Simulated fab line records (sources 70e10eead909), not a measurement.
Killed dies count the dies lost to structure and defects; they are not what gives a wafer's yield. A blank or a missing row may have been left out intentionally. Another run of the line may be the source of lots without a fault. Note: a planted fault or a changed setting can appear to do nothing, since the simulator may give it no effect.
fab line records	flow nand-harc
record lots=12	wafers=36	last-day=33
route steps=1302 shown A_DECK1_JOINT@542 A_ONON_D2@546
lots with no fault: from the same line, run without faults
start-h: hours from the record's opening day to when the first of the lot's shown wafers began	wait-h: hours since the lot's step before	" unchanged from the row above	L1.1+2: one row covering several wafers at once	- either no value or no given start	* or withheld: withheld	< > ~ a bound
route shown NAME@n: names a module that has steps shown in the file, with the first one's number in the route	usual: mean and standard deviation over wafers with no fault	same: alike in all rows	chamber/n: place in a boat	sites: each site's reading	_std_site: the standard deviation of these	_edge_site: outer sites' mean less inner sites'	radius-mm: how far each site lies from the wafer's centre	mask NAME#n: copy n	behind: the last tool/chamber to shape the wafer	hold: why the lot went on hold/how many hours it stayed there/how the hold came to an end	device: names the non-switching transistor (n, p or np)	end of line: the route-end tests of the same wafers	for a step that has no rows: nothing shown but its recipe	killed: dies lost to structure and defects at the first sort, not the wafer's yield	map: the dies of a wafer, with x for killed, . for not killed, _ for no die there
set.NAME: the setting that was run; set.NAME@STEP: the one run at that earlier step	model.NAME: the simulator's own value behind a step, which no gauge read
route steps across a sampled set of lots; one table per step, one row per wafer
services: when a tool's chamber went out of use (start-h, in hours from the record's first day, below 0 if earlier), for how many hours, and the reason
## steps
# step NHARC_A_DECK1_JOINT_DEP_16
# recipe target-thk-a=450	temp-c=400	pressure-torr=6.5	rf-w=900	teos-flow-sccm=161.4	flow-sccm=2650	target-thk-nm=45	gas=O2	material=SiO2
# usual heater-power-outer-w=305/41	heater-power-w=559/64	rf-fwd-power-W=896.1/2.9	showerhead-vpp-V=1880/110	throttle-valve-pct=16.0/0.51
lot.wafer	tool	chamber	start-h	wait-h	heater-power-outer-w	heater-power-w	rf-fwd-power-W	showerhead-vpp-V	throttle-valve-pct
L112.1	pecvd-03	2	282.66	0.1	306	580	891.1	1894	16.7
L112.5	"	2	"	"	317	592	894.4	1859	16.6
L112.4	"	0	"	"	271	522	896.5	1825	15.9
L114.3	pecvd-03	2	305.01	0.1	339	623	897.8	1880	16.8
L114.1	"	0	"	"	286	553	894.8	1848	16.2
L114.6	"	2	"	"	345	626	898.0	1843	16.9
L117.4	pecvd-04	0	325.36	0.2	299	513	897.0	1722	15.6
L117.3	"	1	"	"	325	566	895.4	1761	15.6
L117.5	"	0	"	"	296	506	896.5	1749	15.9
L120.2	pecvd-04	0	353.39	0.2	338	584	895.5	1762	15.5
L120.3	"	1	"	"	267	474	897.4	1770	15.6
L120.5	"	0	"	"	348	593	899.6	1757	15.6
L119.2	pecvd-03	1	353.52	0.3	277	590	895.6	1826	15.9
L119.5	"	0	"	"	365	640	894.1	1837	16.1
L119.6	"	1	"	"	287	582	893.1	1884	15.7
L121.6	pecvd-03	2	381.38	0.2	335	585	893.2	1838	16.6
L121.5	"	0	"	"	371	661	892.9	1820	16.0
L121.4	"	1	"	"	371	722	897.3	1837	15.4
L123.1	pecvd-04	0	397.64	0.1	336	562	894.9	1744	15.4
L123.2	"	1	"	"	245	458	899.7	1771	15.9
L123.6	"	0	"	"	338	581	893.9	1782	15.5
L124.3	pecvd-01	1	408.84	0.1	304	546	895.1	1978	16.7
L124.1	"	2	"	"	319	545	892.5	1841	15.8
L124.2	"	0	"	"	234	502	896.8	2102	15.3
L126.2	pecvd-01	2	420.26	0.1	309	536	900.3	1843	15.6
L126.4	"	1	"	"	320	566	899.1	1980	16.3
L126.5	"	0	"	"	260	537	894.3	2095	15.6
L130.3	pecvd-03	2	460.30	0.1	240	466	897.4	1846	16.7
L130.1	"	0	"	"	293	559	893.5	1829	16.4
L130.4	"	0	"	"	299	554	893.3	1863	16.6
L133.1	pecvd-01	2	487.22	0.1	348	601	895.1	1875	16.0
L133.5	"	1	"	"	267	495	899.2	1963	16.8
L133.4	"	0	"	"	242	509	896.7	2076	15.7
L134.2	pecvd-03	0	507.49	0.1	380	655	896.8	1832	16.6
L134.3	"	1	"	"	362	699	897.9	1864	15.7
L134.1	"	2	"	"	257	484	894.6	1843	16.8
# step NHARC_A_DECK1_JOINT_THK_MEAS_17
# recipe thk-meas-gauge=ellipsometry
# usual thk-nm=45.1/1.1
lot.wafer	tool	chamber	start-h	wait-h	thk-nm
L112.1	film-metro-01	-	282.94	0.3	45.8
L112.4	"	-	"	"	46.4
L112.5	"	-	"	"	47.8
L114.1	film-metro-02	-	305.26	0.2	45.1
L114.3	"	-	"	"	45.9
L114.6	"	-	"	"	45.8
L117.3	film-metro-02	-	325.64	0.2	45.8
L117.4	"	-	"	"	43.9
L117.5	"	-	"	"	45.8
L120.2	film-metro-02	-	353.71	0.3	43.7
L120.3	"	-	"	"	44.5
L120.5	"	-	"	"	45.3
L119.2	film-metro-01	-	353.74	0.2	43.4
L119.5	"	-	"	"	46.7
L119.6	"	-	"	"	45.9
L121.4	film-metro-01	-	381.58	0.1	44.5
L121.5	"	-	"	"	45.4
L121.6	"	-	"	"	46.0
L123.1	film-metro-01	-	398.01	0.3	44.3
L123.2	"	-	"	"	42.9
L123.6	"	-	"	"	46.1
L124.1	film-metro-02	-	409.12	0.2	44.8
L124.2	"	-	"	"	44.1
L124.3	"	-	"	"	43.9
L126.2	film-metro-01	-	420.52	0.2	45.6
L126.4	"	-	"	"	45.3
L126.5	"	-	"	"	45.8
L130.1	film-metro-02	-	460.55	0.2	43.3
L130.3	"	-	"	"	42.9
L130.4	"	-	"	"	44.8
L133.1	film-metro-02	-	487.51	0.3	45.5
L133.4	"	-	"	"	46.0
L133.5	"	-	"	"	45.2
L134.1	film-metro-01	-	507.77	0.2	43.9
L134.2	"	-	"	"	45.6
L134.3	"	-	"	"	44.4
# step NHARC_A_ONON_D2_THK_MEAS_02
# recipe thk-meas-gauge=ellipsometry
# usual thk-nm=1001/9.2
lot.wafer	tool	chamber	start-h	wait-h	thk-nm
L112.1	film-metro-01	-	283.55	-	1006
L112.4	"	-	"	"	1006
L112.5	"	-	"	"	1006
L114.1	film-metro-01	-	305.87	-	998
L114.3	"	-	"	"	996
L114.6	"	-	"	"	1000
L117.3	film-metro-02	-	326.26	-	1010
L117.4	"	-	"	"	1010
L117.5	"	-	"	"	1010
L120.2	film-metro-01	-	354.32	-	1015
L120.3	"	-	"	"	1016
L120.5	"	-	"	"	1013
L119.2	film-metro-02	-	354.36	-	988
L119.5	"	-	"	"	989
L119.6	"	-	"	"	988
L121.4	film-metro-01	-	382.19	-	1003
L121.5	"	-	"	"	1005
L121.6	"	-	"	"	1004
L123.1	film-metro-02	-	398.62	-	996
L123.2	"	-	"	"	995
L123.6	"	-	"	"	995
L124.1	film-metro-02	-	409.73	-	993
L124.2	"	-	"	"	994
L124.3	"	-	"	"	994
L126.2	film-metro-02	-	421.13	-	993
L126.4	"	-	"	"	991
L126.5	"	-	"	"	993
L130.1	film-metro-01	-	461.16	-	1002
L130.3	"	-	"	"	1002
L130.4	"	-	"	"	1003
L133.1	film-metro-01	-	488.11	-	1016
L133.4	"	-	"	"	1017
L133.5	"	-	"	"	1017
L134.1	film-metro-01	-	508.39	-	1010
L134.2	"	-	"	"	1010
L134.3	"	-	"	"	1012
# step NHARC_A_ONON_D2_DEP_33
# recipe target-thk-a=2000	temp-c=400	pressure-torr=6.5	rf-w=900	teos-flow-sccm=161.4	flow-sccm=2650	target-thk-nm=200	gas=O2	material=SiO2
# usual heater-power-outer-w=293/44	heater-power-w=530/50	rf-fwd-power-W=898.1/2.8	showerhead-vpp-V=1849/150	throttle-valve-pct=15.8/0.54
lot.wafer	tool	chamber	start-h	wait-h	heater-power-outer-w	heater-power-w	rf-fwd-power-W	showerhead-vpp-V	throttle-valve-pct
L112.1	pecvd-01	0	292.78	0.1	298	582	897.2	2144	15.3
L112.5	"	1	"	"	316	580	901.4	1956	16.9
L112.4	"	2	"	"	367	610	897.5	1849	15.8
L114.1	pecvd-04	0	318.21	0.3	359	598	903.0	1764	15.5
L114.3	"	1	"	"	320	559	897.2	1765	15.7
L114.6	"	1	"	"	334	564	896.6	1747	15.7
L117.3	pecvd-01	1	338.15	0.1	282	492	896.7	1984	16.2
L117.5	"	1	"	"	284	512	900.7	1987	16.4
L117.4	"	2	"	"	329	553	899.7	1836	15.0
L119.2	pecvd-02	2	366.35	0.1	386	625	901.6	1650	15.8
L119.6	"	1	"	"	204	393	900.2	1694	16.1
L119.5	"	2	"	"	274	477	899.9	1653	15.9
L120.2	pecvd-01	0	366.44	0.1	282	572	898.4	2097	15.2
L120.3	"	2	"	"	284	508	898.3	1794	15.3
L120.5	"	0	"	"	286	577	900.1	2118	15.3
L121.6	pecvd-01	1	394.67	0.2	338	590	903.3	2006	16.6
L121.5	"	2	"	"	317	531	900.0	1817	15.3
L121.4	"	0	"	"	273	553	896.4	2088	15.4
L123.1	pecvd-01	1	413.97	0.1	335	586	898.5	1967	16.4
L123.2	"	2	"	"	254	464	900.3	1822	15.6
L123.6	"	0	"	"	249	524	899.9	2093	15.6
L124.1	pecvd-01	1	421.67	0.1	319	552	900.9	1971	16.7
L124.3	"	2	"	"	312	525	896.7	1835	15.4
L124.2	"	0	"	"	185	428	1251.7	2473	15.3
L126.2	pecvd-01	1	433.80	0.1	327	559	897.7	1962	16.6
L126.5	"	0	"	"	174	442	1256.3	2456	15.4
L126.4	"	1	"	"	334	577	896.3	1967	16.5
L130.1	pecvd-02	1	473.47	0.1	254	483	892.7	1669	16.9
L130.3	"	2	"	"	368	602	894.6	1649	15.4
L130.4	"	1	"	"	259	483	892.2	1702	16.6
L133.1	pecvd-02	0	500.36	0.3	243	497	901.9	1852	15.0
L133.5	"	2	"	"	297	497	896.9	1644	16.0
L133.4	"	1	"	"	219	438	897.5	1737	17.0
L134.1	pecvd-01	2	521.01	0.1	250	456	894.1	1864	15.6
L134.2	"	0	"	"	283	583	896.4	2097	15.4
L134.3	"	0	"	"	283	587	898.3	2107	15.2
# step NHARC_A_ONON_D2_THK_MEAS_34
# recipe thk-meas-gauge=ellipsometry
# usual thk-nm=200.2/2.9
lot.wafer	tool	chamber	start-h	wait-h	thk-nm
L112.1	film-metro-01	-	293.19	-	198.6
L112.4	"	-	"	"	205.0
L112.5	"	-	"	"	208.2
L114.1	film-metro-01	-	318.75	0.5	195.8
L114.3	"	-	"	"	204.4
L114.6	"	-	"	"	199.5
L117.3	film-metro-02	-	338.57	-	199.5
L117.4	"	-	"	"	199.9
L117.5	"	-	"	"	200.3
L119.2	film-metro-02	-	366.73	-	199.4
L119.5	"	-	"	"	206.5
L119.6	"	-	"	"	205.5
L120.2	film-metro-02	-	366.86	-	196.4
L120.3	"	-	"	"	197.9
L120.5	"	-	"	"	199.0
L121.4	film-metro-01	-	394.95	-	199.3
L121.5	"	-	"	"	201.7
L121.6	"	-	"	"	204.1
L123.1	film-metro-02	-	414.38	-	201.3
L123.2	"	-	"	"	196.1
L123.6	"	-	"	"	202.9
L124.1	film-metro-02	-	422.09	-	193.9
L124.2	"	-	"	"	215.6
L124.3	"	-	"	"	194.9
L126.2	film-metro-01	-	434.17	-	200.3
L126.4	"	-	"	"	201.7
L126.5	"	-	"	"	222.4
L130.1	film-metro-02	-	473.89	-	205.6
L130.3	"	-	"	"	202.8
L130.4	"	-	"	"	206.0
L133.1	film-metro-01	-	500.73	-	203.2
L133.4	"	-	"	"	205.4
L133.5	"	-	"	"	205.0
L134.1	film-metro-02	-	521.56	0.5	195.3
L134.2	"	-	"	"	195.1
L134.3	"	-	"	"	201.7
## services
tool	chamber	start-h	hours	kind
pecvd-04	-	269.06	13.0	pm
pecvd-02	1	293.06	29.3	repair
pecvd-03	1	293.31	4.6	repair
pecvd-01	-	311.00	13.0	pm
pecvd-01	0	311.00	13.0	vent-cycle
pecvd-01	1	311.00	13.0	vent-cycle
pecvd-01	2	311.00	13.0	vent-cycle
pecvd-01	0	324.00	-	clean
pecvd-01	1	324.00	-	clean
pecvd-01	2	324.00	-	clean
pecvd-04	-	350.65	0.4	repair
pecvd-03	-	366.08	13.0	pm
pecvd-02	2	399.58	5.7	repair
pecvd-04	0	404.40	9.7	repair
pecvd-02	-	408.13	13.0	pm
pecvd-04	-	433.62	0.3	repair
pecvd-04	-	450.16	13.0	pm
pecvd-01	-	473.91	1.7	repair
pecvd-04	2	481.97	16.3	repair
pecvd-01	-	492.03	13.0	pm
pecvd-01	0	492.03	13.0	vent-cycle
pecvd-01	1	492.03	13.0	vent-cycle
pecvd-01	2	492.03	13.0	vent-cycle
pecvd-01	1	505.66	19.1	repair
## key
first-sign step=NHARC_A_ONON_D2_DEP_33	reading=rf-fwd-power-W	direction=up	sigmas=99+	usual=*	struck=*
effect step=NHARC_A_ONON_D2_DEP_33	reading=showerhead-vpp-V	direction=up	sigmas=4.2	usual=1849	struck=2464
effect step=NHARC_A_ONON_D2_THK_MEAS_34	reading=thk-nm	direction=up	sigmas=6.6	usual=200.2	struck=219.0
met-at NHARC_A_ONON_D2_DEP_33
struck-lots L124,L126
struck-wafers L124.2,L126.5
tester-left-out L124,L126
not-acting-at NHARC_A_DECK1_JOINT_DEP_16,NHARC_A_DECK1_JOINT_THK_MEAS_17,NHARC_A_ONON_D2_THK_MEAS_02
onset-between 413.97 421.67
fault kind=process-parameter-drift	tool=pecvd-01	chamber=0	onset-h=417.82	steps=NHARC_A_ONON_D2_DEP_33	channel=rf-w	offset=*	shape=step	end-h=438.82	acts-in=*	stated=*
# tester-left-out: of these lots the tester's yield and bins aren't shown, on N5 and GAA mostly nor the transistor test; their killed dies are dies lost to structure and defects alone, not to doping, threshold or leakage, so they don't give the yield
